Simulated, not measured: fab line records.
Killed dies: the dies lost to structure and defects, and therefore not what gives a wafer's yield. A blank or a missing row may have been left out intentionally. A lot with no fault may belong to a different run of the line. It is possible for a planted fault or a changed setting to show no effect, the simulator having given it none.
Matching of chambers ; flow n5Finfet ; N5_BEOL_M0_SAQP_STRIP_86 on rieDiel-04 has 4 sister chambers
The step strips in N2/H2. 14 wafers are shown with their chamber, then 7 later ones without.

== WAFERS WITH THEIR CHAMBER ==
wafer;chamber;drypumpMotorCurrentA (A);throttleValvePct (%);showerheadPlenumPTorr (Torr)
L079.1;0;6.3;18.6;3.36
L079.3;1;5.4;19.5;3.28
L079.5;1;5.4;19.5;3.28
L084.1;2;4.8;18.7;3.48
L084.3;1;5.4;19.5;3.27
L084.6;2;4.8;18.7;3.48
L091.3;3;6.1;18.9;3.21
L091.4;0;6.3;18.6;3.34
L091.6;0;6.3;18.6;3.34
L093.1;2;4.8;18.7;3.47
L093.4;3;6.0;19.0;3.21
L093.6;0;6.3;18.6;3.34
L095.1;0;6.3;18.6;3.34
L095.2;1;5.4;19.5;3.26

SIGNATURES (averages over the wafers above)
reading;chamber 0;chamber 1;chamber 2;chamber 3;scatter within a chamber
drypumpMotorCurrentA;6.300;5.400;4.800;6.050;0.0224
throttleValvePct;18.600;19.500;18.700;18.950;0.0224
showerheadPlenumPTorr;3.3440;3.2725;3.4767;3.2100;0.00813
Rule: a wafer lies at a distance from a chamber equal to the root of the sum of squares, over the readings, of (its reading less the chamber's mean, divided by the reading's scatter). The wafer belongs to the nearest chamber; if the next one is less than 2 further off, it can't be placed. The scatter is the square root of a quotient: the sum, over the shown wafers, of each reading's squared deviation from its chamber's mean, divided by wafers minus chambers.

== WAFERS MISSING THEIR CHAMBER ==
wafer;drypumpMotorCurrentA (A);throttleValvePct (%);showerheadPlenumPTorr (Torr)
L095.3;6.1;19.0;3.21
L096.1;6.0;19.0;3.21
L096.3;4.8;18.7;3.47
L096.4;5.4;19.5;3.26
L097.1;5.4;19.5;3.26
L097.3;6.3;18.6;3.34
L097.6;6.3;18.7;3.34

== WHICH CHAMBER EACH ONE RAN IN ==
wafer;from the rows above;in truth
L095.3;3;3
L096.1;3;3
L096.3;2;2
L096.4;1;1
L097.1;1;1
L097.3;0;0
L097.6;0;0
7 of 7 placed correctly. From these rows, 0 cannot be placed. Number placed wrongly: 0.
